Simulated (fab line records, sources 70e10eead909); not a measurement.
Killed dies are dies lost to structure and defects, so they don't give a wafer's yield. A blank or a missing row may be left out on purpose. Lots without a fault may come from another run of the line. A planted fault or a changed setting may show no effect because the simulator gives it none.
A struck lot beside a sound one | flow nand_harc | 15 steps out of a route of 1302
Sound: wafers L952.1, L952.2, L952.3. Struck: wafers L961.4, L961.5, L961.6. The cause comes at the end.
At each step with rows: each side's tool, then ch and its chambers, then its first start. Under that, the readings that differ: sound wafers | struck wafers | difference of the means | sigmas: that difference in standard deviations of wafers without a fault.
alike: readings whose means differ by less than 2 such deviations, and words and numbers that are the same on both sides. not compared: withheld readings, readings that some wafer has no value for, bounds like >300 that may hide the same value, and numbers for which the record gives no deviation and whose values overlap.
The two part at a step that has a row with sigmas, a row that says differs or no value, or rows on one side only. Numbers that don't overlap but have no deviation are shown without sigmas and don't part them. A reading that every wafer of one side lacks parts them only if that side has two wafers or more.

first, 1 step without rows for these wafers: NHARC_A_CONTACT_ETCH_137 (etches the open film in C4F8/O2/Ar, time 311 s, target depth 1912 nm).
NHARC_A_CONTACT_ETCH_138: etches the open film in C4F8/O2/Ar, time 311 s, target depth 1914 nm.
  sound on har_cap_etch-01 ch 0,1, day 23 11:24; struck on har_cap_etch-03 ch 0,1, day 27 19:28
  not compared: rf_hours_counter_h
NHARC_A_CONTACT_ETCH_139: etches the open film in C4F8/O2/Ar, time 195 s, target depth 840 nm.
  sound on har_cap_etch-01 ch 0,1, day 23 11:40; struck on har_cap_etch-03 ch 0,1, day 27 19:47
  not compared: rf_hours_counter_h
then, 1 step without rows for these wafers: NHARC_A_CONTACT_ETCH_92 (etches the open film in CH3F/O2, target depth 40 nm, time 85.7 s).
NHARC_A_CONTACT_ETCH_98: etches the open film in C4F6/O2, target depth 20 nm, time 10 s.
  sound on rie_diel-05 ch 1,2,3; struck on rie_diel-01 ch 0,2,3
  reading               | sound             | struck            | difference | sigmas
  oes_product_au (a.u.) | 0.999 0.997 1.005 | 0.960 0.962 0.958 | -0.040     | -2
  alike: drypump_motor_current_A, rf_vpp_V, showerhead_plenum_p_Torr, throttle_valve_pct
  not compared: rf_hours_counter_h
NHARC_A_CONTACT_CD_MEAS_15:
  sound on cd_sem-03, day 23 12:35; struck on cd_sem-03, day 27 20:28
  alike: cd_nm
then, 4 steps without rows for these wafers: NHARC_A_CONTACT_STRIP_107 (strips in N2/H2); NHARC_A_CONTACT_STRIP_108 (strips in CF4/CHF3); NHARC_A_CONTACT_STRIP_109 (strips in O2/COS); NHARC_A_CONTACT_ETCH_110 (etches the open film in CF4/O2, target depth 60 nm, overetch 6 nm, time 33 s).
NHARC_A_CONTACT_STRIP_26: strips in O2.
  sound on rie_diel-05 ch 0,2,3; struck on rie_diel-11 ch 0,1,3
  alike: drypump_motor_current_A, oes_product_au, rf_vpp_V, showerhead_plenum_p_Torr, throttle_valve_pct
  not compared: rf_hours_counter_h
then, 1 step without rows for these wafers: NHARC_A_CONTACT_STRIP_27 (strips in post etch residue remover, time 600 s).
NHARC_A_CONTACT_ALD_18: deposits TiN, target thk 3 nm, pulse time 1 s, ald cycles 150.
  sound on ald_metal-04 ch 1,2,3, day 23 13:31; struck on ald_metal-04 ch 0,2,3, day 27 21:29
  reading    | sound       | struck      | difference | sigmas
  ald_cycles | 150 150 150 | 131 131 131 | -19        |
  alike: heater_power_w, precursor_pulse_height_rel
NHARC_A_CONTACT_CVD_19: deposits W, target thk 300 nm, time 802 s.
  sound on cvd_w-02 ch 0,1; struck on cvd_w-02 ch 1
  alike: heater_power_w, throttle_valve_pct
-- the record jumps here: 2 days lie between the struck wafers' starts before and after (it left off in module A_CONTACT and takes up again in module END, whose first step shown is number 1302 of the route) --
NHARC_END_SORT_01:
  sound on prober-01 ch 0, day 25 15:11; struck on prober-01 ch 0, day 29 22:58
  alike: killed_at_array, killed_at_other, killed_at_periphery, killed_dies, killed_open, killed_short

WHERE THEY PART
Only at NHARC_A_CONTACT_ETCH_98, within this record. Later steps at which nothing parts them and some readings are alike: NHARC_A_CONTACT_CD_MEAS_15, NHARC_A_CONTACT_STRIP_26, NHARC_A_CONTACT_ALD_18, NHARC_A_CONTACT_CVD_19, NHARC_END_SORT_01.

WHY: what the simulator had put in
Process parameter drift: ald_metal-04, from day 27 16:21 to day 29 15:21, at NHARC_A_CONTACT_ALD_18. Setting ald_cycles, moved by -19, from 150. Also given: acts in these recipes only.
